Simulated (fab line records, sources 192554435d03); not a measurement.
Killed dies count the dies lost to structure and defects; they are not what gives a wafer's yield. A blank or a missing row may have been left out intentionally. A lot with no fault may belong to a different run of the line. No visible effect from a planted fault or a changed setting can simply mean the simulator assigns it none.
fab line records    flow n5_finfet
record lots=5  wafers=15  last_day=17
route steps=1938 shown BEOL_M13@1694 PASSIVATION@1936
lots with no fault: from the same line, run without faults
start_h: hours from the record's opening day to when the first of the lot's shown wafers began    wait_h: how many hours have passed since the lot's step before this one    " the same as in the row above    L1.1+2: a row that stands for several wafers    - value missing, or start not given    * or withheld: withheld    < > ~ a bound
route shown NAME@n: a module of which the file shows steps, and the number in the route of the first    usual: average and standard deviation across the fault-free wafers    same: alike in all rows    chamber/n: place in a boat    sites: the reading at each site    _std_site: their standard deviation    _edge_site: the outer-site mean with the inner-site mean subtracted    radius_mm: for every site, how far away it sits from the centre of the wafer    mask NAME#n: copy n    behind: the tool/chamber that last shaped the wafer    hold: cause of the lot's hold/its duration in hours/its outcome    device: which transistor (n, p or np) failed to switch    end of line: at the end of the route, the tests of the same wafers    step lacking rows: just its recipe    killed: count of dies lost to structure and defects at first sort (not the wafer's yield)    map: dies across one wafer; x = killed, . = not, _ = none there
set.NAME: the run value of the setting; set.NAME@STEP: its run value at that earlier step    model.NAME: the simulator's own value behind a step, which no gauge read
certain route steps with their lots: each step a table, each wafer a row
services: when a tool's chamber went out of use (start_h, in hours from the record's first day, below 0 if earlier), for how many hours, and the reason
## steps
# step N5_BEOL_M13_ETCH_68
# recipe chemistry=N2/H2  target=SOC  mask_material=SiARC  source_w=3000  bias_w=350  temp_c=40  time_s=355  ion_energy_ev=200  pressure_mtorr=30  n2_flow_sccm=200  h2_flow_sccm=200
# usual drypump_motor_current_A=5.9/0.53  oes_product_au=0.77/0.069  rf_vpp_V=523.9/2.5  showerhead_plenum_p_Torr=2.54/0.084  throttle_valve_pct=17.78/0.23
# same time_s=355
lot.wafer  tool         chamber  start_h  wait_h  drypump_motor_current_A  oes_product_au  rf_hours_counter_h  rf_vpp_V  showerhead_plenum_p_Torr  throttle_valve_pct
L153.1     rie_diel-04  2        247.84   0.1     5.7                      0.71            188                 520.0     2.43                      17.66
L153.3     "            3        "        "       6.6                      0.79            153                 521.3     2.43                      17.53
L153.4     "            0        "        "       6.0                      0.70            194                 527.7     2.64                      18.06
L161.2     rie_diel-02  1        298.32   0.1     5.4                      0.72            194                 523.8     2.53                      17.76
L161.5     "            3        "        "       6.0                      0.69            -                   523.9     2.50                      18.11
L161.6     "            2        "        "       6.2                      0.84            -                   528.5     2.68                      17.51
L164.1     rie_diel-01  2        312.02   0.1     6.8                      0.75            162                 520.2     2.46                      17.64
L164.3     "            1        "        "       6.4                      0.82            85                  524.9     2.55                      17.84
L164.6     "            1        "        "       6.4                      0.82            -                   524.9     2.56                      17.84
L165.2     rie_diel-02  2        321.80   0.1     6.2                      0.84            58                  528.5     2.67                      17.54
L165.3     "            0        "        "       5.6                      0.87            35                  527.7     2.62                      17.94
L165.4     "            3        "        "       6.0                      0.67            218                 523.3     2.50                      18.11
L174.2     rie_diel-04  1        376.22   0.1     5.0                      0.77            94                  525.6     2.59                      17.98
L174.3     "            3        "        "       6.6                      0.75            197                 519.1     2.41                      17.59
L174.5     "            1        "        "       5.0                      0.78            -                   525.4     2.59                      17.99
# step N5_BEOL_M13_STRIP_69
# recipe chemistry=N2/H2  temp_c=40  n2_flow_sccm=200  h2_flow_sccm=200  rf_frequency_hz=6e+07
# step N5_BEOL_M13_TRENCH_ETCH_34
# recipe chemistry=C4F8/O2/Ar  target=SiOC  target_depth_a=4134.7  mask_material=SOC  pressure_mtorr=30  source_w=3000  bias_w=700  Ar_flow_sccm=400  C4F8_flow_sccm=15  O2_flow_sccm=8  he_inner_torr=15  he_outer_torr=30  time_s=162.6  ion_energy_ev=250
# usual drypump_motor_current_A=5.9/0.54  oes_product_au=0.77/0.069  rf_vpp_V=665.3/2.9  showerhead_plenum_p_Torr=3.41/0.11  throttle_valve_pct=24.13/0.26
# same time_s=162.6
lot.wafer  tool         chamber  start_h  wait_h  drypump_motor_current_A  oes_product_au  rf_hours_counter_h  rf_vpp_V  showerhead_plenum_p_Torr  throttle_valve_pct
L153.1     rie_diel-04  2        248.06   0.0     5.7                      0.71            188                 661.0     3.26                      23.97
L153.3     "            3        "        "       6.7                      0.78            153                 662.6     3.27                      23.85
L153.4     "            0        "        "       6.0                      0.71            194                 667.4     3.53                      24.31
L161.2     rie_diel-02  1        298.54   0.0     5.4                      0.72            194                 664.2     3.40                      24.12
L161.5     "            3        "        "       6.0                      0.68            -                   666.1     3.37                      24.55
L161.6     "            2        "        "       6.2                      0.84            -                   669.9     3.60                      24.06
L164.1     rie_diel-01  2        312.25   0.0     6.8                      0.76            163                 662.4     3.26                      23.70
L164.3     "            1        "        "       6.4                      0.82            85                  665.9     3.48                      24.57
L164.6     "            1        "        "       6.4                      0.82            -                   666.2     3.48                      24.56
L165.2     rie_diel-02  2        322.03   0.0     6.2                      0.84            58                  669.9     3.60                      24.07
L165.3     "            0        "        "       5.6                      0.88            35                  667.4     3.47                      24.18
L165.4     "            3        "        "       6.0                      0.67            218                 664.7     3.37                      24.57
L174.2     rie_diel-04  1        376.44   0.0     5.0                      0.78            95                  666.9     3.45                      24.28
L174.3     "            3        "        "       6.7                      0.75            197                 661.3     3.25                      23.91
L174.5     "            1        "        "       5.0                      0.79            -                   664.3     3.45                      24.27
# step N5_BEOL_M13_STRIP_70
# recipe chemistry=C4F8/O2/Ar  resist=SiARC  rf_frequency_hz=6e+07
# step N5_BEOL_M13_OCD_MEAS_35
# usual trench_depth_nm=410/9.2
lot.wafer  tool    chamber  start_h  wait_h  trench_depth_nm
L153.1     ocd-02  -        248.24   0.0     401
L153.3     "       -        "        "       418
L153.4     "       -        "        "       400
L161.2     ocd-02  -        298.71   0.0     407
L161.5     "       -        "        "       402
L161.6     "       -        "        "       418
L164.1     ocd-02  -        312.42   0.0     422
L164.3     "       -        "        "       406
L164.6     "       -        "        "       405
L165.2     ocd-01  -        322.20   0.0     420
L165.3     "       -        "        "       408
L165.4     "       -        "        "       400
L174.2     ocd-01  -        376.62   0.0     403
L174.3     "       -        "        "       420
L174.5     "       -        "        "       403
# step N5_BEOL_M13_STRIP_37
# recipe chemistry=N2/H2  power_w=1000  temp_c=250  h2_frac=0.65  overash_fraction=0.3  pressure_mtorr=withheld  n2_flow_sccm=1750  h2_flow_sccm=3250
# usual drypump_motor_current_A=5.5/0.45  heater_power_w=338/25  oes_product_au=0.785/0.011
# same overash_fraction=0.3
lot.wafer  tool             chamber  start_h  wait_h  drypump_motor_current_A  heater_power_w  oes_product_au  rf_hours_counter_h
L153.1     plasma_asher-01  0        248.42   0.2     6.1                      295             0.781           68
L153.3     "                1        "        "       5.6                      376             0.801           -
L153.4     "                0        "        "       6.1                      299             0.783           -
L161.2     plasma_asher-02  0        298.75   0.0     4.8                      330             0.799           135
L161.5     "                1        "        "       5.4                      350             0.773           -
L161.6     "                0        "        "       4.8                      328             0.781           -
L164.1     plasma_asher-01  0        312.46   0.0     6.1                      300             0.784           80
L164.3     "                1        "        "       5.6                      369             0.783           -
L164.6     "                0        "        "       6.1                      302             0.774           -
L165.2     plasma_asher-02  1        322.24   0.0     5.5                      344             0.815           142
L165.3     "                1        "        "       5.5                      341             0.796           -
L165.4     "                0        "        "       4.9                      329             0.763           -
L174.2     plasma_asher-01  1        376.66   0.0     5.6                      374             0.780           91
L174.3     "                1        "        "       5.7                      369             0.806           -
L174.5     "                1        "        "       5.7                      372             0.771           -
# step N5_BEOL_M13_ETCH_38
# recipe chemistry=CF4/N2  target=SiCN  target_depth_a=675  taper_deg=2  time_s=71.9  ion_energy_ev=150  mask_material=SiO2  pressure_mtorr=40  source_w=430  bias_w=70  Ar_flow_sccm=100  cf4_flow_sccm=60  n2_flow_sccm=60
# step N5_BEOL_M13_PRECLEAN_39
# recipe chemistry=residue_remover  time_s=60  temp_c=40
# step N5_BEOL_M13_SRD_40
# recipe time_s=30  temp_c=23  rinse_liquid=diw  dry=n2_spin  spin_rpm=1500  dry_time_s=30
# step N5_BEOL_M13_DEGAS_41
# recipe ambient=vacuum  temp_c=250  time_s=60
# usual heater_power_w=326/32
# same time_s=60
lot.wafer  tool            chamber  start_h  wait_h  heater_power_w
L153.1     pvd_sputter-03  -        249.83   0.8     352
L153.3     "               -        "        "       336
L153.4     "               -        "        "       261
L161.2     pvd_sputter-02  -        301.76   0.1     296
L161.5     "               -        "        "       364
L161.6     "               -        "        "       344
L164.1     pvd_sputter-01  -        315.75   0.5     269
L164.3     "               -        "        "       351
L164.6     "               -        "        "       331
L165.2     pvd_sputter-01  -        323.62   1.1     324
L165.3     "               -        "        "       338
L165.4     "               -        "        "       272
L174.2     pvd_sputter-03  -        378.86   0.1     266
L174.3     "               -        "        "       365
L174.5     "               -        "        "       352
# step N5_BEOL_M13_PRE_CLEAN_42
# recipe gas=H2/He  time_s=30  temp_c=250
# step N5_BEOL_M13_SPUTTER_43
# recipe material=TaN  target_thk_a=150  temp_c=50  bias_v=168.6  power_w=15000  chamber_pressure_pa=0.12  time_s=24.19
# step N5_BEOL_M13_SPUTTER_44
# recipe material=Ta  target_thk_a=100  temp_c=50  bias_v=80  power_w=15000  chamber_pressure_pa=0.07  time_s=16.13
# usual throttle_valve_pct=29.6/0.87
lot.wafer  tool            chamber  start_h  wait_h  throttle_valve_pct  model.Ta_of_BEOL_M13_SPUTTER_44.thk_nm
L153.1     pvd_sputter-03  -        249.99   0.0     30.5                10.2
L153.3     "               -        "        "       30.2                10.2
L153.4     "               -        "        "       28.9                10.2
L161.2     pvd_sputter-02  -        301.92   0.0     30.6                9.8
L161.5     "               -        "        "       30.6                10
L161.6     "               -        "        "       29.7                10.2
L164.1     pvd_sputter-01  -        315.91   0.0     29.9                10.2
L164.3     "               -        "        "       29.8                10
L164.6     "               -        "        "       27.5                10
L165.2     pvd_sputter-01  -        323.78   0.0     29.6                8.2
L165.3     "               -        "        "       27.4                10
L165.4     "               -        "        "       29.9                10.2
L174.2     pvd_sputter-03  -        379.02   0.0     28.8                10
L174.3     "               -        "        "       30.5                10.2
L174.5     "               -        "        "       30.4                10.2
# step N5_BEOL_M13_SPUTTER_45
# recipe material=Cu  target_thk_a=800  temp_c=-20  bias_v=60  power_w=26000  chamber_pressure_pa=0.13  time_s=13.33
# step N5_BEOL_M13_ECD_47
# recipe material=Cu  target_thk_a=9360
# step N5_BEOL_M13_ANNEAL_48
# recipe temp_c=225  time_s=90  ambient=N2
# usual wafer_temp_C_max=226.0/0.41
# same time_s=90
lot.wafer  tool           chamber  start_h  wait_h  wafer_temp_C_max
L153.1     rtp_anneal-01  0        250.47   0.2     226.7
L153.3     "              0        "        "       225.8
L153.4     "              0        "        "       226.2
L161.2     rtp_anneal-02  0        302.32   0.2     225.3
L161.5     "              0        "        "       225.5
L161.6     "              0        "        "       225.4
L164.1     rtp_anneal-02  0        316.27   0.1     225.5
L164.3     "              0        "        "       225.6
L164.6     "              0        "        "       225.4
L165.2     rtp_anneal-01  0        324.37   0.3     226.0
L165.3     "              0        "        "       225.8
L165.4     "              0        "        "       226.2
L174.2     rtp_anneal-01  0        379.77   0.5     226.5
L174.3     "              0        "        "       225.7
L174.5     "              0        "        "       226.5
# step N5_BEOL_M13_CMP_49
# recipe stop_on=SiOC  t_overpolish_s=17.1  down_force_psi=1  platen_rpm=50  clearing_platen_down_force_psi=1.5  clearing_platen_rpm=50  post_cmp_clean=cu_alkaline  target_thk_nm=420  clearing_platen_pad_velocity_m_s=0.99484  pad_velocity_m_s=0.99484
# usual barrier_field_endpoint_s=30.6/1.1  motor_current_A=6.1/0.48
lot.wafer  tool    chamber  start_h  wait_h  barrier_field_endpoint_s  motor_current_A
L153.1     cmp-01  0        250.77   0.3     29.3                      6.4
L153.4     "       1        "        "       32.0                      5.5
L153.3     "       2        "        "       30.3                      6.4
L161.2     cmp-02  1        302.69   0.3     29.3                      6.6
L161.5     "       2        "        "       29.0                      5.8
L161.6     "       3        "        "       30.7                      5.9
L164.1     cmp-02  2        316.75   0.4     30.5                      5.4
L164.3     "       0        "        "       31.6                      6.2
L164.6     "       1        "        "       30.8                      6.5
L165.3     cmp-04  2        324.62   0.2     29.8                      5.7
L165.2     "       3        "        "       26.6                      7.0
L165.4     "       1        "        "       31.3                      6.0
L174.2     cmp-04  2        380.02   0.2     29.5                      5.4
L174.3     "       1        "        "       30.4                      6.2
L174.5     "       2        "        "       30.6                      5.5
# step N5_BEOL_M13_THK_MEAS_50
# recipe thk_meas_gauge=xrf  reads=Cu_of_BEOL_M13_ECD_47
# usual M13_THK=427/10
lot.wafer  tool           chamber  start_h  wait_h  M13_THK[nm]
L153.1     film_metro-01  -        251.06   -       417
L153.3     "              -        "        "       438
L153.4     "              -        "        "       421
L161.2     film_metro-02  -        302.87   -       417
L161.5     "              -        "        "       412
L161.6     "              -        "        "       430
L164.1     film_metro-02  -        317.01   -       439
L164.3     "              -        "        "       425
L164.6     "              -        "        "       423
L165.2     film_metro-01  -        324.92   -       441
L165.3     "              -        "        "       433
L165.4     "              -        "        "       421
L174.2     film_metro-02  -        380.32   -       416
L174.3     "              -        "        "       434
L174.5     "              -        "        "       416
# step N5_PASSIVATION_PROBE_49
# usual defect_limited_yield=91.3/1.4  killed_at_M0_to_M3=32/9.5  killed_at_M4_up=14/5.2  killed_at_contacts=13/5.7  killed_at_front_end=41/12  killed_at_other=3.5/2.6  killed_dies=103/17  killed_open=68/14  killed_short=32/7  sort_bin_5_function=5.0/0.91  sort_bin_6_memory=3.3/0.7  sort_bin_8_speed=0.03/0.22  sort_n_pass=1076/17  sort_yield_pct=91.2/1.4
# same gross_dies=1180  killed_at_back_side=0  sort_bin_4_leakage[%]=0
lot.wafer  tool       chamber  start_h  wait_h  defect_limited_yield[%]  killed_at_M0_to_M3  killed_at_M4_up  killed_at_contacts  killed_at_front_end  killed_at_other  killed_dies  killed_open  killed_short  sort_bin_5_function[%]  sort_bin_6_memory[%]  sort_bin_8_speed[%]  sort_n_pass  sort_yield_pct[%]
L161.2     prober-02  -        331.30   0.1     89.9                     30                  17               15                  52                   5                119          73           44            6.7                     3.0                   0                    1061         89.9
L161.5     prober-02  -        331.45   0.2     91.4                     21                  16               10                  53                   1                101          56           44            4.7                     3.4                   0                    1079         91.4
L161.6     prober-02  -        331.50   0.3     92.8                     18                  8                15                  42                   2                85           56           27            3.9                     3.0                   0                    1095         92.8
L164.1     prober-01  -        341.68   0.0     90.9                     27                  14               11                  53                   2                107          65           36            5.4                     2.9                   0                    1073         90.9
L164.3     prober-01  -        341.78   0.1     89.3                     37                  13               16                  56                   4                126          82           44            6.1                     4.4                   0                    1054         89.3
L164.6     prober-01  -        341.93   0.3     92.8                     30                  9                16                  24                   6                85           61           23            4.4                     2.5                   0                    1095         92.8
L174.2     prober-02  -        407.21   0.1     92.0                     25                  12               21                  34                   2                94           65           27            5.2                     2.2                   0.34                 1082         91.7
L174.3     prober-02  -        407.26   0.1     90.4                     50                  9                18                  36                   0                113          80           32            6.0                     3.1                   0                    1067         90.4
L174.5     prober-02  -        407.36   0.2     91.1                     18                  13               21                  49                   4                105          62           33            4.7                     3.0                   0                    1075         91.1
# killed by level:class
L161.2 FIN_SAQP:geometric_particle:open=19 BEOL_M4:geometric_particle:open=12 FIN_SAQP:geometric_particle:short=11 MOL_CONTACT_COAG:geometric_particle:open=11 STI_FIN_REVEAL:geometric_particle:open=9 BEOL_M0_SAQP:geometric_particle:short=8 BEOL_M0_SAQP:geometric_particle:open=6 BEOL_M2:geometric_particle:open=4
L161.5 FIN_SAQP:geometric_particle:open=19 FIN_SAQP:geometric_particle:short=16 MOL_CONTACT_COAG:geometric_particle:open=8 BEOL_M4:geometric_particle:open=8 BEOL_M0_SAQP:geometric_particle:short=5 BEOL_M2:geometric_particle:short=5 BEOL_M0_SAQP:geometric_particle:open=4 STARTING-WAFER:geometric_particle:short=4
L161.6 FIN_SAQP:geometric_particle:open=16 MOL_CONTACT_COAG:geometric_particle:open=14 FIN_SAQP:geometric_particle:short=8 GATE_CUT:geometric_particle:short=6 BEOL_M3:geometric_particle:short=4 BEOL_M4:geometric_particle:open=4 STI_FIN_REVEAL:geometric_particle:open=3 BEOL_M0:geometric_particle:open=3
L164.1 FIN_SAQP:geometric_particle:open=14 MOL_CONTACT_COAG:geometric_particle:open=10 BEOL_M0:geometric_particle:open=10 GATE_CUT:geometric_particle:short=9 BEOL_M1:geometric_particle:open=8 FIN_SAQP:geometric_particle:short=8 BEOL_M4:geometric_particle:open=7 HKMG_FIN:area_etch=6
L164.3 FIN_SAQP:geometric_particle:open=18 MOL_CONTACT_COAG:geometric_particle:open=12 FIN_SAQP:geometric_particle:short=9 GATE_CUT:geometric_particle:short=9 BEOL_M1:geometric_particle:open=9 BEOL_M0_SAQP:geometric_particle:open=6 BEOL_M3:geometric_particle:open=5 BEOL_M4:geometric_particle:open=5
L164.6 MOL_CONTACT_COAG:geometric_particle:open=16 BEOL_M2:geometric_particle:open=7 FIN_SAQP:geometric_particle:open=6 GATE_CUT:geometric_particle:short=5 BEOL_M0_SAQP:geometric_particle:short=5 BEOL_M1:geometric_particle:open=5 DUMMY_GATE:geometric_particle:open=3 BEOL_M0:geometric_particle:open=3
L174.2 FIN_SAQP:geometric_particle:open=16 MOL_CONTACT_COAG:geometric_particle:open=15 DUMMY_GATE:geometric_particle:open=7 BEOL_M0_SAQP:geometric_particle:open=7 BEOL_M0_SAQP:geometric_particle:short=7 FIN_SAQP:geometric_particle:short=6 MOL_CONTACT_COAG:geometric_particle:short=6 STI_FIN_REVEAL:geometric_particle:open=3
L174.3 MOL_CONTACT_COAG:geometric_particle:open=14 BEOL_M0_SAQP:geometric_particle:open=13 FIN_SAQP:geometric_particle:open=12 BEOL_M0_SAQP:geometric_particle:short=11 BEOL_M3:geometric_particle:open=9 FIN_SAQP:geometric_particle:short=7 BEOL_M1:geometric_particle:open=7 DUMMY_GATE:geometric_particle:open=6
L174.5 MOL_CONTACT_COAG:geometric_particle:open=17 FIN_SAQP:geometric_particle:short=11 FIN_SAQP:geometric_particle:open=9 HKMG_FIN:area_etch=9 BEOL_M0_SAQP:geometric_particle:open=7 BEOL_M5:geometric_particle:open=6 GATE_CUT:geometric_particle:short=5 STI_FIN_REVEAL:geometric_particle:open=4
## services
tool             chamber  start_h  hours  kind
cmp-02           -        235.04   8.3    pm
cmp-02           -        253.42   4.0    pm
cmp-04           -        256.08   18.7   pm
plasma_asher-01  -        258.49   2.8    pm
cmp-02           -        263.62   0.2    repair
rie_diel-02      0        264.59   16.2   repair
rie_diel-02      -        271.50   14.6   pm
cmp-02           -        273.23   0.6    repair
cmp-04           -        275.43   4.6    pm
cmp-02           -        285.49   0.8    repair
cmp-04           -        287.18   3.8    repair
pvd_sputter-02   -        303.66   4.3    repair
rie_diel-04      1        310.45   4.1    repair
cmp-04           -        314.23   4.0    pm
plasma_asher-01  -        315.17   8.9    repair
pvd_sputter-03   -        332.51   3.0    repair
cmp-04           -        341.79   3.5    pm
pvd_sputter-02   -        342.91   6.3    repair
plasma_asher-02  -        345.19   2.6    repair
rie_diel-04      0        360.64   2.0    repair
rie_diel-02      0        361.79   5.2    repair
plasma_asher-02  -        361.85   2.8    pm
cmp-02           -        368.13   2.6    repair
rie_diel-04      -        377.92   2.8    pm
## key
first_sign step=N5_BEOL_M13_CMP_49  reading=barrier_field_endpoint_s  direction=down  sigmas=3.7  usual=30.6  struck=26.6
effect none on later readings
model_effect step=N5_BEOL_M13_SPUTTER_44  value=Ta_of_BEOL_M13_SPUTTER_44.thk_nm  without=10.4  struck=8.2
met_at N5_BEOL_M13_SPUTTER_44
struck_wafers L165.2
onset_between 315.91 323.78
fault kind=process_parameter_drift  tool=pvd_sputter-01  chamber=-  onset_h=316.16  steps=N5_BEOL_M13_SPUTTER_44  channel=time_s  offset=*  shape=step  end_h=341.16  scope=struck_wafers_only  acts_in=*  stated=*
